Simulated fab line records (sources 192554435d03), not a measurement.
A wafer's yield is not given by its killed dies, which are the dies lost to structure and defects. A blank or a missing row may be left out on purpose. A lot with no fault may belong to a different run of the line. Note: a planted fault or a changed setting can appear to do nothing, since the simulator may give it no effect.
The tool behind it: which one? | flow n5Finfet | 10 lots with 29 wafers sampled at 6 steps, on a route of 1938 steps

== WHAT EACH GAUGE READ, for each wafer ==
N5_BEOL_M4_RC_MEAS_101.
lot  | measured     | on        | DIBL_N (mV/V)
L179 | day 8 00:55  | prober-01 | 37.2 34.5 34.7
L180 | day 8 08:05  | prober-01 | 38.7 37.0 35.7
L178 | day 8 08:34  | prober-02 | 36.8 35.5 33.7
L181 | day 8 19:19  | prober-02 | 37.0 37.2 36.3
L183 | day 9 01:03  | prober-02 | 38.6 39.0 38.8
L184 | day 9 04:19  | prober-01 | 38.4 39.2 39.6
L186 | day 10 00:00 | prober-02 | 38.4 38.6 42.0
L187 | day 10 03:26 | prober-01 | 36.7 36.6 36.5
L197 | day 13 08:39 | prober-01 | 39.6 37.1 37.6
L199 | day 13 14:22 | prober-02 | 36.6 38.0

== TOOL THAT RAN EACH LOT (tool first, then ch and the chambers of the sampled wafers, then the start) ==
lot  | N5_BEOL_M4_SPUTTER_90       | N5_BEOL_M4_ANNEAL_95        | N5_BEOL_M4_ECD_50             | N5_BEOL_M4_ANNEAL_51            | N5_BEOL_M4_CMP_52
L179 | pvdSputter-02, day 7 23:04  | pvdSputter-02, day 7 23:35  | ecdCu-01 ch 0,1, day 7 23:50  | rtpAnneal-02 ch 0, day 7 23:55  | cmp-04 ch 0,1,2, day 8 00:17
L180 | pvdSputter-02, day 8 05:42  | pvdSputter-02, day 8 06:13  | ecdCu-02 ch 0,1, day 8 06:30  | rtpAnneal-01 ch 0, day 8 06:39  | cmp-03 ch 0,3, day 8 07:02
L178 | pvdSputter-01, day 8 05:53  | pvdSputter-01, day 8 06:24  | ecdCu-01 ch 0,1, day 8 06:40  | rtpAnneal-02 ch 0, day 8 06:52  | cmp-04 ch 0,3, day 8 07:05
L181 | pvdSputter-01, day 8 17:28  | pvdSputter-01, day 8 17:59  | ecdCu-02 ch 0,1, day 8 18:14  | rtpAnneal-02 ch 0, day 8 18:19  | cmp-01 ch 0,3, day 8 18:40
L183 | pvdSputter-03, day 8 23:16  | pvdSputter-03, day 8 23:47  | ecdCu-01 ch 0,1, day 9 00:03  | rtpAnneal-02 ch 0, day 9 00:08  | cmp-03 ch 0,2,3, day 9 00:29
L184 | pvdSputter-03, day 9 02:19  | pvdSputter-03, day 9 02:50  | ecdCu-01 ch 0,1, day 9 03:05  | rtpAnneal-02 ch 0, day 9 03:13  | cmp-04 ch 0,2,3, day 9 03:32
L186 | pvdSputter-02, day 9 22:13  | pvdSputter-02, day 9 22:44  | ecdCu-02 ch 0,1, day 9 22:59  | rtpAnneal-01 ch 0, day 9 23:04  | cmp-01 ch 0,2, day 9 23:24
L187 | pvdSputter-01, day 10 01:40 | pvdSputter-01, day 10 02:11 | ecdCu-02 ch 0,1, day 10 02:26 | rtpAnneal-01 ch 0, day 10 02:31 | cmp-04 ch 0,1,3, day 10 02:49
L197 | pvdSputter-03, day 13 06:53 | pvdSputter-03, day 13 07:25 | ecdCu-02 ch 0,1, day 13 07:40 | rtpAnneal-01 ch 0, day 13 07:44 | cmp-01 ch 1,2,3, day 13 08:02
L199 | pvdSputter-02, day 13 12:05 | pvdSputter-02, day 13 12:37 | ecdCu-02 ch 1, day 13 12:52   | rtpAnneal-01 ch 0, day 13 13:21 | cmp-04 ch 1,3, day 13 13:43
- N5_BEOL_M4_SPUTTER_90: material Cu, target thk 4.5 nm, time 8.29 s.
- N5_BEOL_M4_ANNEAL_95: time 240 s.
- N5_BEOL_M4_ECD_50: material Cu, target thk 300 nm.
- N5_BEOL_M4_ANNEAL_51: time 90 s.
- N5_BEOL_M4_CMP_52: polishes, stops on SiOC, t overpolish 6.8 s, target thk 40 nm.

== THE ANSWER, worked out from the rows above alone ==
Rule: usual is defined by the lots themselves. Put in order of their means at a reading, lots are off if they are a third of the lots or fewer, leave a main group of 4 or more, and stand apart from it by a gap of 3 or more times the standard deviation of the main group's means; of several such gaps the widest counts. A main group whose means are all the same, to the digits that the tables above print for the reading, isn't used. A lot without any number at a reading at which 4 lots or more have one is off too. All remaining lots with rows at the step are treated as sound.
No lot is off on any of the readings shown, so nothing can be concluded from this.

== WHAT HAD BEEN PUT IN BY THE SIMULATOR ==
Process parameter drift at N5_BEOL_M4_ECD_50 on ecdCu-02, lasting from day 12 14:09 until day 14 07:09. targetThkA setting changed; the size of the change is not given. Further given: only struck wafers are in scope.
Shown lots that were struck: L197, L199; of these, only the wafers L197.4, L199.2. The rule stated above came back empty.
